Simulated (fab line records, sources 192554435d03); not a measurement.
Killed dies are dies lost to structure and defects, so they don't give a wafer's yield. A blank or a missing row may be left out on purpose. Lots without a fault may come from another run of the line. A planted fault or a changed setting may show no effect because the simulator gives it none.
Which tool did it? | flow n5_finfet | 11 lots, 33 wafers sampled, at 4 steps of a route of 1938

WHAT THE GAUGES READ, wafer by wafer
The record holds no reading of a measuring or inspecting step that can be judged against a usual standard deviation.

WHICH TOOL RAN EACH LOT (tool, then ch and the chambers of the sampled wafers, then the start)
lot  | N5_BEOL_M6_PRE_CLEAN_45      | N5_BEOL_M7_CURE_74            | N5_BEOL_M7_EXPOSE_08               | N5_BEOL_M7_DESCUM_16
L457 | pvd_sputter-02, day 9 02:22  | uv_cure-02 ch 0, day 9 06:08  | arfi_scanner-02 ch 0, day 9 08:13  | rie_diel-06 ch 0,3, day 9 08:25
L456 | pvd_sputter-01, day 9 05:02  | uv_cure-01 ch 2, day 9 08:05  | arfi_scanner-03 ch 0, day 9 09:11  | rie_diel-06 ch 0,1,3, day 9 09:24
L458 | pvd_sputter-01, day 9 05:16  | uv_cure-03 ch 1, day 9 08:58  | arfi_scanner-02 ch 0, day 9 09:58  | rie_diel-01 ch 1,2,3, day 9 10:32
L463 | pvd_sputter-02, day 10 15:40 | uv_cure-01 ch 0, day 10 17:48 | arfi_scanner-01 ch 0, day 10 19:47 | rie_diel-01 ch 0,1,2, day 10 20:00
L468 | pvd_sputter-02, day 11 16:21 | uv_cure-01 ch 1, day 11 18:33 | arfi_scanner-01 ch 0, day 11 20:08 | rie_diel-06 ch 0,2,3, day 11 20:32
L470 | pvd_sputter-03, day 12 18:00 | uv_cure-01 ch 1, day 12 19:53 | arfi_scanner-03 ch 0, day 12 21:55 | rie_diel-05 ch 0,1,3, day 12 22:14
L471 | pvd_sputter-03, day 13 10:58 | uv_cure-03 ch 1, day 13 12:38 | arfi_scanner-03 ch 0, day 13 14:08 | rie_diel-05 ch 0,1,2, day 13 14:35
L477 | pvd_sputter-01, day 14 04:04 | uv_cure-03 ch 2, day 14 07:00 | arfi_scanner-03 ch 0, day 14 08:39 | rie_diel-01 ch 0,2,3, day 14 08:55
L476 | pvd_sputter-02, day 14 05:44 | uv_cure-02 ch 2, day 14 08:53 | arfi_scanner-02 ch 0, day 14 11:20 | rie_diel-01 ch 2,3, day 14 12:06
L478 | pvd_sputter-03, day 14 13:08 | uv_cure-01 ch 2, day 14 15:26 | arfi_scanner-02 ch 0, day 14 18:36 | rie_diel-06 ch 1,2,3, day 14 18:54
L479 | pvd_sputter-02, day 15 00:37 | uv_cure-02 ch 1, day 15 02:28 | arfi_scanner-03 ch 0, day 15 05:04 | rie_diel-06 ch 1,3, day 15 05:54
- N5_BEOL_M6_PRE_CLEAN_45: time 30 s.
- N5_BEOL_M7_CURE_74: cures SiCOH lowk, time 240 s.
- N5_BEOL_M7_EXPOSE_08: exposes mask M7.
- N5_BEOL_M7_DESCUM_16: chemistry O2, time 7.9 s.

WHAT THE TOOLS THEMSELVES READ (means of the sampled wafers that have a number; where no wafer has one, the mark that the record gives instead)
N5_BEOL_M6_PRE_CLEAN_45.
lot  | tool           | heater_power_w (W)
L457 | pvd_sputter-02 | 320
L456 | pvd_sputter-01 | 321
L458 | pvd_sputter-01 | 331
L463 | pvd_sputter-02 | 323
L468 | pvd_sputter-02 | 302
L470 | pvd_sputter-03 | 346
L471 | pvd_sputter-03 | 343
L477 | pvd_sputter-01 | 332
L476 | pvd_sputter-02 | 328
L478 | pvd_sputter-03 | 343
L479 | pvd_sputter-02 | 302

N5_BEOL_M7_CURE_74.
lot  | tool       | lamp_power_pct (%) | wafer_temp_C_max
L457 | uv_cure-02 | 52.37              | 385.9
L456 | uv_cure-01 | 52.31              | 386.9
L458 | uv_cure-03 | 52.36              | 386.6
L463 | uv_cure-01 | 52.32              | 386.7
L468 | uv_cure-01 | 52.34              | 387.2
L470 | uv_cure-01 | 52.35              | 387.5
L471 | uv_cure-03 | 52.28              | 386.7
L477 | uv_cure-03 | 52.32              | 387.2
L476 | uv_cure-02 | 52.35              | 387.2
L478 | uv_cure-01 | 52.33              | 387.4
L479 | uv_cure-02 | 52.28              | 386.0

N5_BEOL_M7_EXPOSE_08.
lot  | tool            | exposure_dose_mJ_cm2 | focus_offset_nm (nm)
L457 | arfi_scanner-02 | 68.19                | -0.2
L456 | arfi_scanner-03 | 68.13                | 0.8
L458 | arfi_scanner-02 | 68.27                | -0.1
L463 | arfi_scanner-01 | 68.28                | 0.3
L468 | arfi_scanner-01 | 68.74                | -0.5
L470 | arfi_scanner-03 | 68.24                | -0.5
L471 | arfi_scanner-03 | 68.13                | -0.7
L477 | arfi_scanner-03 | 68.15                | -0.0
L476 | arfi_scanner-02 | 68.32                | -0.1
L478 | arfi_scanner-02 | 68.13                | 0.4
L479 | arfi_scanner-03 | 68.18                | -0.1

N5_BEOL_M7_DESCUM_16.
lot  | tool        | drypump_motor_current_A (A) | oes_product_au (a.u.) | rf_vpp_V (V) | showerhead_plenum_p_Torr (Torr) | throttle_valve_pct (%)
L457 | rie_diel-06 | 5.9                         | 0.74                  | 242.4        | 2.07                            | 20.59
L456 | rie_diel-06 | 5.7                         | 0.73                  | 242.8        | 2.07                            | 20.51
L458 | rie_diel-01 | 5.6                         | 0.77                  | 243.4        | 2.10                            | 20.59
L463 | rie_diel-01 | 5.8                         | 0.76                  | 242.0        | 2.03                            | 20.54
L468 | rie_diel-06 | 5.8                         | 0.74                  | 242.7        | 2.02                            | 20.66
L470 | rie_diel-05 | 6.2                         | 0.75                  | 244.1        | 2.15                            | 20.52
L471 | rie_diel-05 | 6.2                         | 0.84                  | 244.1        | 2.17                            | 20.27
L477 | rie_diel-01 | 5.7                         | 0.73                  | 242.4        | 2.06                            | 20.61
L476 | rie_diel-01 | 5.5                         | 0.74                  | 242.8        | 2.12                            | 20.66
L478 | rie_diel-06 | 5.7                         | 0.78                  | 241.6        | 2.01                            | 20.49
L479 | rie_diel-06 | 5.9                         | 0.77                  | 242.1        | 2.06                            | 20.61

THE ANSWER, worked out from the rows above alone
Rule: what is usual is taken from the lots themselves. Put in order of their means at a reading, lots are off if they are a third of the lots or fewer, leave a main group of 4 or more, and stand apart from it by a gap of 3 or more times the standard deviation of the main group's means; of several such gaps the widest counts. A main group whose means are all the same, to the digits that the tables above print for the reading, isn't used. A lot without any number at a reading at which 4 lots or more have one is off too. The other lots that the step has rows for count as sound. The gauges are gone through in route order, then the tools' own readings, and for those a lot's mean is taken as printed above. The first step at which some lot is off is used, and at that step the reading that is off furthest; a lot without a number counts as furthest.
Off: L468, at N5_BEOL_M7_EXPOSE_08 (exposure_dose_mJ_cm2). The main group: mean 68.20, standard deviation 0.067.
A tool fits if, at that step or a process step before it, it ran every lot that is off, and no sound lot after the first of them. One fits: arfi_scanner-01 at N5_BEOL_M7_EXPOSE_08. Its last sound lot is L463 (day 10 19:47), its first lot that is off L468 (day 11 20:08): a fault that began between those two fits.
The tool's own readings at N5_BEOL_M7_EXPOSE_08 bear it out: on the lots that are off they differ by more than 5 times the standard deviation of the sound lots' means. exposure_dose_mJ_cm2 reads 68.74 there against 68.20 on the sound lots.

WHAT THE SIMULATOR HAD PUT IN
Process parameter drift: arfi_scanner-01, from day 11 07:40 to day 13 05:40, at N5_BEOL_M7_EXPOSE_08. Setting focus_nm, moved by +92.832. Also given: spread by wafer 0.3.
Lots struck among those shown: L468. The rule above found the same.
